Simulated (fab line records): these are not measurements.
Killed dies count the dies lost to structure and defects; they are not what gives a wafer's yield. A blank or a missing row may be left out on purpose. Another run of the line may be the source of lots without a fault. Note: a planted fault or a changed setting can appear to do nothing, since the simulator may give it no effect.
Chamber matching ; flow n5_finfet ; 4 sister chambers for N5_SDB_CUT_ETCH_26 on rie_si-04
The step etches Si in HBr/Cl2/O2, target depth 129.6 nm, bt time 20 s, time 51.8 s. 4 wafers are shown with their chamber, then 9 later ones without.

## WAFERS WITH THEIR CHAMBER
wafer;chamber;throttle_valve_pct (%)
L083.5;1;37.13
L084.2;0;37.52
L084.3;3;37.44
L084.5;2;36.97

## WAFERS MISSING THEIR CHAMBER
wafer;throttle_valve_pct (%)
L091.3;37.00
L091.4;37.12
L091.6;37.46
L094.1;37.52
L094.5;37.51
L094.6;37.13
L096.1;37.51
L096.5;36.98
L096.6;37.15

## EACH ONE'S CHAMBER
wafer;from the rows above;in truth
L091.3;2;2
L091.4;1;1
L091.6;3;3
L094.1;0;0
L094.5;0;0
L094.6;1;1
L096.1;0;0
L096.5;2;2
L096.6;1;1
Correct placement for 9 of the 9. Can't be placed from these rows: 0. Wrongly placed: 0.
How it was worked out, from the rows above alone: a wafer's distance from a chamber is the root of the sum, over the readings, of the square of ((its reading less the chamber's mean) divided by the reading's scatter). The wafer belongs to the nearest chamber; if the next one is less than 2 further off, it can't be placed. A chamber's mean is the mean of its shown wafers. The scatter: with one shown wafer a chamber, the root of the mean of the squares of how far each hidden wafer lies from its nearest shown one.
